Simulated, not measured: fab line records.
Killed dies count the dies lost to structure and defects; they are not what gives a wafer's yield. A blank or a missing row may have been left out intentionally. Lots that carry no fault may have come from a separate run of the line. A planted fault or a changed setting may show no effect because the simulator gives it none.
Chamber matching | flow n5 finfet | rie diel-02 running N5_BEOL_M11_DESCUM_16: 4 sister chambers
The step chemistry O2, time 7.9 s. 8 wafers are shown with their chamber, then 7 later ones without.

EACH WAFER AND ITS CHAMBER
wafer  | chamber | showerhead plenum p Torr (Torr) | drypump motor current A (A)
L076.2 | 1       | 2.11                            | 4.8
L081.2 | 3       | 2.21                            | 5.4
L081.6 | 0       | 2.00                            | 5.8
L080.2 | 2       | 1.97                            | 5.9
L080.4 | 3       | 2.21                            | 5.4
L080.5 | 2       | 1.97                            | 5.8
L084.1 | 1       | 2.10                            | 4.9
L084.3 | 0       | 2.00                            | 5.8

WAFERS WHOSE CHAMBER IS MISSING
wafer  | showerhead plenum p Torr (Torr) | drypump motor current A (A)
L084.5 | 2.10                            | 4.8
L087.1 | 2.23                            | 5.8
L087.2 | 2.10                            | 4.8
L087.6 | 2.20                            | 5.4
L090.2 | 2.10                            | 4.8
L090.3 | 2.23                            | 5.8
L090.6 | 2.23                            | 5.8

EACH ONE'S CHAMBER
wafer  | from the rows above | in truth
L084.5 | 1                   | 1
L087.1 | 3                   | 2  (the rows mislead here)
L087.2 | 1                   | 1
L087.6 | 3                   | 3
L090.2 | 1                   | 1
L090.3 | 3                   | 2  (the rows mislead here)
L090.6 | 3                   | 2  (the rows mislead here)
Placed correctly: 4 of 7. Not placeable from these rows: 0. Number placed wrongly: 3.
How it was worked out, from the rows above alone: a wafer's distance from a chamber is the root of the sum, over the readings, of the square of ((its reading less the chamber's mean) divided by the reading's scatter). The wafer belongs to the nearest chamber; if the next one is less than 2 further off, it can't be placed. A chamber's mean is the mean of its shown wafers. The scatter: take each reading less its chamber's mean, square it, sum over the shown wafers, divide by the number of wafers less the number of chambers, and take the root.
